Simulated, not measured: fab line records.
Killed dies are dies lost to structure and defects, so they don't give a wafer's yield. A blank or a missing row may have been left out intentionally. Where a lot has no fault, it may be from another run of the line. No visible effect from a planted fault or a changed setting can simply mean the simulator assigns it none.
Struck lot and sound lot, side by side	flow nand_harc	14 out of 1302 route steps
Sound: these wafers, L676.1, L676.3, L676.6. Struck: wafer L684.5. (L684.1, L684.4 of the same lot were not struck and are left out.) The cause comes at the end.
At each step with rows: each side's tool, then ch and its chambers, then its first start. Under that, the readings that differ: sound wafers	struck wafers	difference of the means	sigmas: that difference in standard deviations of wafers without a fault.
alike: readings with means less than 2 such deviations apart, plus words and numbers identical on both sides. not compared: withheld readings, readings lacking a value on some wafer, bounds such as >300 that could conceal the same value, and numbers that have no deviation in the record and whose values overlap.
The two part at a step that has a row with sigmas, a row that says differs or no value, or rows on one side only. Numbers that have no deviation but don't overlap get no sigmas and don't part them. A reading missing from all wafers of one side parts the sides only when that side holds two or more wafers.

first, 4 steps without rows for these wafers: NHARC_A_STAIRCASE_HARDBAKE_185 (time 140 s); NHARC_A_STAIRCASE_DESCUM_186 (chemistry O2, time 3 s); NHARC_A_STAIRCASE_TRIM_187 (chemistry O2, time 211.2 s); NHARC_A_STAIRCASE_ETCH_188 (etches the open film in C4F8/O2, target depth 100 nm, time 40.5 s).
NHARC_A_STAIRCASE_TRIM_189: chemistry O2, time 211.2 s.
  sound on rie_diel-08 ch 1,2,3; struck on rie_diel-06 ch 1
  alike: drypump_motor_current_A, oes_product_au, rf_vpp_V, showerhead_plenum_p_Torr, throttle_valve_pct
  not compared: rf_hours_counter_h
then, 3 steps without rows for these wafers: NHARC_A_STAIRCASE_ETCH_190 (etches the open film in C4F8/O2, target depth 100 nm, time 40.5 s); NHARC_A_STAIRCASE_TRIM_191 (chemistry O2, time 211.2 s); NHARC_A_STAIRCASE_ETCH_192 (etches the open film in C4F8/O2, target depth 100 nm, time 40.5 s).
NHARC_A_STAIRCASE_TRIM_193: chemistry O2, time 211.2 s.
  sound on rie_diel-08 ch 0,2; struck on rie_diel-06 ch 0
reading	sound	struck	difference	sigmas
throttle_valve_pct (%)	17.032 17.030 17.055	17.021	-0.018	-2
  alike: drypump_motor_current_A, oes_product_au, rf_vpp_V, showerhead_plenum_p_Torr
  not compared: rf_hours_counter_h
NHARC_A_STAIRCASE_ETCH_194: etches the open film in C4F8/O2, target depth 100 nm, time 40.5 s.
  sound on rie_diel-08 ch 0,2,3; struck on rie_diel-06 ch 0
  alike: oes_product_au, rf_vpp_V
  not compared: rf_hours_counter_h
NHARC_A_STAIRCASE_TRIM_196: chemistry O2, time 211.2 s.
  sound on rie_diel-08 ch 0,1, day 17 01:07; struck on rie_diel-08 ch 1, day 20 18:45
  alike: drypump_motor_current_A, oes_product_au, rf_vpp_V, showerhead_plenum_p_Torr, throttle_valve_pct
  not compared: rf_hours_counter_h
NHARC_A_STAIRCASE_ETCH_197: etches the open film in C4F8/O2, target depth 100 nm, time 40.5 s.
  sound on rie_diel-08 ch 1,3, day 17 01:19; struck on rie_diel-08 ch 1, day 20 19:26
reading	sound	struck	difference	sigmas
oes_product_au (a.u.)	0.948 0.937 0.948	1.098	+0.154	+8
  alike: rf_vpp_V
  not compared: rf_hours_counter_h
NHARC_A_STAIRCASE_TRIM_198: chemistry O2, time 211.2 s.
  sound on rie_diel-08 ch 1,3; struck on rie_diel-08 ch 1
  alike: drypump_motor_current_A, oes_product_au, rf_vpp_V, showerhead_plenum_p_Torr, throttle_valve_pct
  not compared: rf_hours_counter_h
-- record jumps: 9 days between struck wafers' starts before vs after; left off in module A_STAIRCASE, resumes in module END, first step shown is number 1302 of the route --
NHARC_END_SORT_01:
  the record has rows for the struck wafers here (prober-01 ch 0, day 29 14:23) and none for the sound ones

## WHERE THEY PART
At NHARC_A_STAIRCASE_TRIM_193 first; at NHARC_END_SORT_01 last (within this record only).

WHY: the cause the simulator had injected
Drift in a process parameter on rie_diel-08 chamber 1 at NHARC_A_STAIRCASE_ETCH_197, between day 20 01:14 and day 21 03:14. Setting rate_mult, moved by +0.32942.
